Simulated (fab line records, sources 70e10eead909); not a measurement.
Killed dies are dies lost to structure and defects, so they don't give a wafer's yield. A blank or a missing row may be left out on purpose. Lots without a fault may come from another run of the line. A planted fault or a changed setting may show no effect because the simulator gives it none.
A struck lot beside a sound one | flow nand_harc | 27 steps out of a route of 1302
Sound: wafers L444.3, L444.5, L444.6. Struck: wafers L447.1, L447.4, L447.5. The cause comes at the end.
At each step with rows: each side's tool, then ch and its chambers, then its first start. Under that, the readings that differ: sound wafers | struck wafers | difference of the means | sigmas: that difference in standard deviations of wafers without a fault.
alike: readings whose means differ by less than 2 such deviations, and words and numbers that are the same on both sides. not compared: withheld readings, readings that some wafer has no value for, bounds like >300 that may hide the same value, and numbers for which the record gives no deviation and whose values overlap.
The two part at a step that has a row with sigmas, a row that says differs or no value, or rows on one side only. Numbers that don't overlap but have no deviation are shown without sigmas and don't part them. A reading that every wafer of one side lacks parts them only if that side has two wafers or more.

NHARC_P_ZERO_WELL_INSPECT_43:
  sound on defect_inspect-02, day 6 07:37; struck on defect_inspect-01, day 7 13:40
  alike: raw_defect_count
then, 11 steps without rows for these wafers: NHARC_P_STI_ETCH_26 (etches SiO2 in dHF, target depth 11 nm); NHARC_P_STI_PRECLEAN_27 (cleans in SC1); NHARC_P_STI_SRD_28; NHARC_P_STI_OXIDE_29 (material SiO2, target thk 10 nm, ox time 1362 s); NHARC_P_STI_HM_DEP_30 (deposits Si3N4, target thk 80 nm, time 873 s); NHARC_P_STI_DEHYDRATE_01 (time 120 s); NHARC_P_STI_HMDS_02 (time 30 s); NHARC_P_STI_COAT_41 (time 65 s); NHARC_P_STI_COAT_03 (resist thk 600 nm); NHARC_P_STI_SOFTBAKE_04 (time 70 s); NHARC_P_STI_EBR_05.
NHARC_P_STI_EXPOSE_06: exposes mask P STI, target cd 200 nm.
  sound on krf_scanner-04 ch 0, day 7 04:19; struck on krf_scanner-01 ch 0, day 8 04:29
  reading              | sound             | struck            | difference | sigmas
  exposure_dose_mJ_cm2 | 37.71 37.66 37.69 | 36.18 36.20 36.18 | -1.50      | -32
  alike: mask
then, 2 steps without rows for these wafers: NHARC_P_STI_PEB_07 (peb time 80 s); NHARC_P_STI_DEVELOP_08 (time 50 s).
NHARC_P_STI_CD_MEAS_09: target cd 200 nm.
  sound on cd_sem-03 ch 0, day 7 04:27; struck on cd_sem-01 ch 0, day 8 04:38
  reading    | sound             | struck            | difference | sigmas
  cd_nm (nm) | 198.1 198.4 197.5 | 188.1 191.6 188.3 | -8.7       | -4
NHARC_P_STI_OVL_MEAS_10:
  sound on overlay-01, day 7 04:32; struck on overlay-01, day 8 04:43
  alike: overlay_x_nm, overlay_y_nm
NHARC_P_STI_INSPECT_11:
  sound on defect_inspect-01, day 7 04:34; struck on defect_inspect-01, day 8 04:46
  alike: raw_defect_count
then, 1 step without rows for these wafers: NHARC_P_STI_HARDBAKE_13 (time 65 s).
NHARC_P_STI_DESCUM_14: chemistry O2, time 3 s.
  sound on rie_diel-07 ch 0,1,2, day 7 04:43; struck on rie_diel-11 ch 0,1, day 8 04:53
  reading                | sound             | struck            | difference | sigmas
  oes_product_au (a.u.)  | 1.006 1.008 1.007 | 0.983 0.986 0.980 | -0.024     | -2
  model.P_STI.cd_nm (nm) | 197.7 198.4 197.4 | 188.4 191.8 188.3 | -8.3       |
  alike: drypump_motor_current_A, rf_vpp_V, showerhead_plenum_p_Torr, throttle_valve_pct
  not compared: rf_hours_counter_h
NHARC_P_STI_ETCH_42: etches the open film in N2/H2, target depth 80 nm, overetch 24 nm, time 61 s.
  sound on rie_diel-07 ch 0,1, day 7 04:47; struck on rie_diel-11 ch 1,2,3, day 8 04:59
  reading               | sound             | struck            | difference | sigmas
  oes_product_au (a.u.) | 1.030 1.032 1.005 | 0.982 0.990 1.001 | -0.031     | -3
  alike: drypump_motor_current_A, h2_flow_sccm, rf_vpp_V, showerhead_plenum_p_Torr, throttle_valve_pct
  not compared: rf_hours_counter_h
NHARC_P_STI_ETCH_31: etches the open film in CF4/CHF3, target depth 108.9 nm, time 54.5 s.
  sound on rie_diel-07 ch 1,2; struck on rie_diel-11 ch 0,1,3
  alike: drypump_motor_current_A, oes_product_au, rf_vpp_V, showerhead_plenum_p_Torr, throttle_valve_pct
  not compared: rf_hours_counter_h
NHARC_P_STI_ETCH_15: etches the open film in HBr/Cl2, target depth 300 nm, time 100.1 s.
  sound on rie_si-02 ch 0,2, day 7 05:00; struck on rie_si-06 ch 0,1,2, day 8 05:11
  reading                | sound                | struck               | difference | sigmas
  throttle_valve_pct (%) | 26.398 26.402 26.388 | 26.424 26.409 26.423 | +0.023     | +2
  model.P_STI.cd_nm (nm) | 196.2 197.2 197.5    | 187.3 191.2 188.1    | -8.1       |
  alike: drypump_motor_current_A, oes_product_au
  not compared: rf_hours_counter_h
NHARC_P_STI_CD_MEAS_16:
  sound on cd_sem-03, day 7 05:11; struck on cd_sem-03, day 8 05:20
  reading    | sound             | struck            | difference | sigmas
  cd_nm (nm) | 196.7 197.3 197.2 | 187.3 191.5 188.4 | -8.0       | -3
NHARC_P_STI_OCD_MEAS_17:
  sound on ocd-01, day 7 05:16; struck on ocd-02, day 8 05:25
  reading                | sound             | struck            | difference | sigmas
  trench_foot_cd_nm (nm) | 155.6 156.5 155.4 | 146.3 149.9 146.6 | -8.2       | -3
  alike: trench_depth_nm
then, 1 step without rows for these wafers: NHARC_P_STI_STRIP_19 (strips in SPM, time 900 s).
-- the record jumps here: 21 days lie between the struck wafers' starts before and after (it left off in module P_STI and takes up again in module END, whose first step shown is number 1302 of the route) --
NHARC_END_SORT_01:
  the record has rows for the struck wafers here (prober-01 ch 0, day 29 06:59) and none for the sound ones

WHERE THEY PART
First at NHARC_P_STI_EXPOSE_06; last, within this record, at NHARC_END_SORT_01.

WHY: what the simulator had put in
Process parameter drift: krf_scanner-01, from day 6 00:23 on, at NHARC_P_STI_EXPOSE_06. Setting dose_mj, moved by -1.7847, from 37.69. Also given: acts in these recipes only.
